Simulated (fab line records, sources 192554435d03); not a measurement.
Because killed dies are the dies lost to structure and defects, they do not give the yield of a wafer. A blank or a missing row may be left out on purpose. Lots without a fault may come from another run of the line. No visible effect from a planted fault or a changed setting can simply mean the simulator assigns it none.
Split-lot trial ; flow n5Finfet ; 7 lots, 39 wafers read, on a route of 1938 steps

## ABOUT THE SPLIT
At N5_FIN_SAQP_ALD_61 (deposits SiO2, target thk 4 nm, pulse time 1 s, purge time 2 s), the setting aldCycles was moved away from the recipe's 43 on 15 of the 39 wafers read, by -7.0% to +16.3%. For the rest of the wafers, this setting stayed at what the recipe calls for.

Reading taken at the split's own step.

## THE READING
SiO2_of_FIN_SAQP_ALD_61.thkNm (the simulator's own value, which no gauge read), in nm, at N5_FIN_SAQP_ALD_61 (deposits SiO2, target thk 4 nm, pulse time 1 s, purge time 2 s). The file does not state a usual value for it. The 24 wafers here that ran the recipe average 3.982 nm, standard deviation 0.022 nm.

wafer;tool, chamber at the split;aldCycles as run;against the recipe;SiO2_of_FIN_SAQP_ALD_61.thkNm, nm;against lot-mates on the recipe
L075.1;aldSin-03, 1;43;recipe;3.971;-
L075.2;aldSin-03, 2;40;-7.0%;3.701;-0.270
L075.3;aldSin-03, 3;40;-7.0%;3.711;-0.260
L075.4;aldSin-03, 0;43;recipe;3.96;-
L075.5;aldSin-03, 3;43;recipe;3.983;-
L075.6;aldSin-03, 2;40;-7.0%;3.693;-0.278
L080.1;aldSin-03, 3;50;+16.3%;4.649;+0.673
L080.2;aldSin-03, 0;43;recipe;3.96;-
L080.3;aldSin-03, 1;50;+16.3%;4.604;+0.628
L080.4;aldSin-03, 2;43;recipe;3.981;-
L080.5;aldSin-03, 3;50;+16.3%;4.655;+0.679
L080.6;aldSin-03, 2;43;recipe;3.987;-
L088.1;aldSin-03, 0,2;48;+11.6%;4.457;+0.484
L088.3;aldSin-03, 0,2;48;+11.6%;4.457;+0.484
L088.2;aldSin-03, 1;43;recipe;3.945;-
L088.4;aldSin-03, 3;43;recipe;3.996;-
L088.5;aldSin-03, 0;48;+11.6%;4.453;+0.480
L088.6;aldSin-03, 3;43;recipe;3.979;-
L090.1;aldSin-01, 2;49;+14.0%;4.548;+0.554
L090.2;aldSin-01, 3;49;+14.0%;4.541;+0.547
L090.3;aldSin-01, 0;43;recipe;4.016;-
L090.4;aldSin-01, 1;49;+14.0%;4.558;+0.564
L090.5;aldSin-01, 3;43;recipe;3.957;-
L090.6;aldSin-01, 2;43;recipe;4.01;-
L091.1;aldSin-01, 1;50;+16.3%;4.639;+0.658
L091.2;aldSin-01, 3;43;recipe;3.974;-
L091.3;aldSin-01, 0;50;+16.3%;4.657;+0.676
L091.4;aldSin-01, 2;43;recipe;3.998;-
L091.5;aldSin-01, 3;43;recipe;3.971;-
L091.6;aldSin-01, 0;50;+16.3%;4.669;+0.688
L092.1;aldSin-03, 1;43;recipe;3.982;-
L092.2;aldSin-03, 2;43;recipe;3.966;-
L092.3;aldSin-03, 0;43;recipe;4.002;-
L092.4;aldSin-03, 3;43;recipe;3.985;-
L092.5;aldSin-03, 2;43;recipe;3.972;-
L092.6;aldSin-03, 1;43;recipe;3.937;-
L095.1;aldSin-03, 1;43;recipe;4.013;-
L095.2;aldSin-03, 2;43;recipe;4.004;-
L095.3;aldSin-03, 0;43;recipe;4.018;-
When a row names more than one chamber, that row covers several wafers, and the file does not tell which wafer ran in which chamber.

THE FIT
A straight line over all 39 wafers: SiO2_of_FIN_SAQP_ALD_61.thkNm changes by +0.0407 nm for each +1% of aldCycles; r = +1.00; the points scatter about the line by 0.02 nm.
The same after taking each lot's own level away (the mean of its wafers on the recipe; 39 wafers): +0.0405 nm for each +1%; r = +1.00; scatter 0.017 nm.
On that fit, the largest move of aldCycles shifts the reading by 0.66 nm.
The span of the lots' own levels, 3.9713 to 4.0117 nm, comes to 1.9 times the standard deviation stated above.
Consequently the slope shifts little with the lot-to-lot level, the two slopes agreeing.
Check: with one of the wafers moved furthest among these (+16.3%) left out of the fit, the line predicts +0.661 nm for it against its lot-mates. It came out at +0.673 nm against them.

## FILE'S OWN FIT
SiO2_of_FIN_SAQP_ALD_61.thkNm changes by +0.0407 nm for each +1% of aldCycles, r = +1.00.
